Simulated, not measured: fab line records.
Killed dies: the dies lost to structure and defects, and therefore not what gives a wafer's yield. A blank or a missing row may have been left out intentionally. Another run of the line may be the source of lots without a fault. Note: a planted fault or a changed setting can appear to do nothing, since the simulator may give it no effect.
Comparing a struck lot with a sound one | flow nand_harc | 14 steps out of a route of 1159
Sound: the wafers L987.2, L987.3, L987.5. Wafers L993.1, L993.5, L993.6 were the ones struck. Last of all comes the cause.
Each step with rows lists, per side, the tool, then ch with its chambers, then its first start. Under that, the readings that differ: sound wafers | struck wafers | difference of the means | sigmas: that difference in standard deviations of wafers without a fault.
alike: same words and numbers on both sides, and readings whose means sit less than 2 such deviations apart. not compared: any withheld reading, any reading some wafer has no value for, any bound like >300 that may hide the same value, and any number with overlapping values for which the record gives no deviation.
A row with sigmas, a row that says differs or no value, or rows on one side alone: a step with any of these is where the two part. When numbers do not overlap yet have no deviation, they are printed without sigmas and do not part them. A reading that every wafer of one side lacks parts them only if that side has two wafers or more.

NHARC_P_M0_CMP_23: polishes, t overpolish 20 s, target thk 117.53 nm.
  sound on cmp-04 ch 1,2,3, day 5 17:08; struck on cmp-04 ch 0,1,3, day 7 12:50
  alike: motor_current_A, time_to_endpoint_s
NHARC_P_M0_THK_MEAS_24: measures by xrf.
  sound on film_metro-01, day 5 17:23; struck on film_metro-02, day 7 13:05
  alike: thk_nm
then, 1 step without rows for these wafers: NHARC_P_M0_SRD_25.
NHARC_P_M0_INSPECT_27:
  sound on defect_inspect-02, day 5 17:33; struck on defect_inspect-02, day 7 13:14
  alike: raw_defect_count
NHARC_P_M0_PRE_CLEAN_31: time 12 s.
  sound on pecvd-02 ch 1,2, day 5 17:40; struck on pecvd-03 ch 0,2, day 7 13:29
  alike: heater_power_w
NHARC_P_M0_DEP_32: deposits SiCN, target thk 30 nm.
  sound on pecvd-02 ch 1,2, day 5 17:47; struck on pecvd-03 ch 0,2, day 7 13:34
  alike: heater_power_w
then, 5 steps without rows for these wafers: NHARC_P_M1_DEP_00 (deposits SiOC, target thk 182.5 nm); NHARC_P_M1_DEHYDRATE_01 (time 120 s); NHARC_P_M1_HMDS_02 (time 30 s); NHARC_P_M1_COAT_34 (time 65 s); NHARC_P_M1_COAT_03 (resist thk 90 nm).
NHARC_P_M1_SOFTBAKE_04: time 55 s.
  sound on litho_track-06 ch 0, day 5 18:00; struck on litho_track-04 ch 0, day 7 14:00
  reading                  | sound                | struck               | difference | sigmas
  heater_power_total_W (W) | 188.67 188.45 188.30 | 204.01 204.20 204.15 | +15.65     | +99 or more
  alike: resist_line_temp_C
then, 1 step without rows for these wafers: NHARC_P_M1_EBR_05.
-- the record jumps here: 14 days lie between the struck wafers' starts before and after (it left off in module P_M1 and takes up again in module END, whose first step shown is number 1159 of the route) --
NHARC_END_SORT_01:
  sound on prober-02 ch 0, day 19 07:02; struck on prober-02 ch 0, day 21 07:09
  alike: defect_limited_yield, killed_at_array, killed_at_other, killed_at_periphery, killed_dies, killed_open, killed_short, sort_bin_2_pct, sort_bin_3_pct, sort_bin_4_pct, sort_n_pass, sort_rim_yield_pct, sort_yield_pct

## WHERE THEY PART
Only at NHARC_P_M1_SOFTBAKE_04, as far as this record shows. Later steps at which nothing parts them and some readings are alike: NHARC_END_SORT_01.

WHY: whatever the simulator had introduced
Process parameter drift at NHARC_P_M1_SOFTBAKE_04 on litho_track-04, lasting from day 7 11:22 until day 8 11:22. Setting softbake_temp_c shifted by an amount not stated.
